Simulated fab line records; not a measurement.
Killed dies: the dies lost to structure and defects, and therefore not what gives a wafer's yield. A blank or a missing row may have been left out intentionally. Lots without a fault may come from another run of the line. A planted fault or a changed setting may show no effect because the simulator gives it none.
Matching of chambers -- flow nand harc -- 4 sister chambers for NHARC_A_CHANNEL_HOLE_D1_ETCH_38 on rie diel-05
The step etches the open film in CF4, target depth 39 nm, time 65 s. 4 wafers are shown with their chamber, then 11 later ones without.

== WAFERS PAIRED WITH THEIR CHAMBERS ==
wafer,chamber,oes product au (a.u.)
L089.1,2,1.013
L089.2,3,0.988
L089.3,1,1.003
L089.4,0,1.012

== WAFERS WHOSE CHAMBER IS MISSING ==
wafer,oes product au (a.u.)
L089.5,1.010
L089.6,0.985
L092.2,1.001
L092.4,1.005
L092.6,0.992
L095.1,1.000
L095.3,1.002
L095.6,0.991
L096.1,0.989
L096.4,0.995
L096.5,0.989

== WHICH CHAMBER EACH WENT THROUGH ==
wafer,from the rows above,in truth
L089.5,can't be placed: 0 or 2 or 1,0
L089.6,3,3
L092.2,1,1
L092.4,can't be placed: 1 or 0 or 2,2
L092.6,3,3
L095.1,1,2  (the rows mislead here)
L095.3,1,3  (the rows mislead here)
L095.6,3,3
L096.1,3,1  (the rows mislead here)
L096.4,can't be placed: 3 or 1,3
L096.5,3,3
Placed correctly: 5 of 11. Cannot be placed on the basis of these rows: 3; the candidates contain the true chamber in 3. Wrongly placed: 3.
How it was worked out, from the rows above alone: a wafer's distance from a chamber is the root of the sum, over the readings, of the square of ((its reading less the chamber's mean) divided by the reading's scatter). If the next closest chamber is less than 2 further off than the closest, the wafer can't be placed; otherwise it belongs to the closest. The mean given for a chamber averages the wafers shown for that chamber. The scatter (one wafer shown for each chamber): square how far every hidden wafer sits from the nearest shown wafer, average those squares and take the square root.
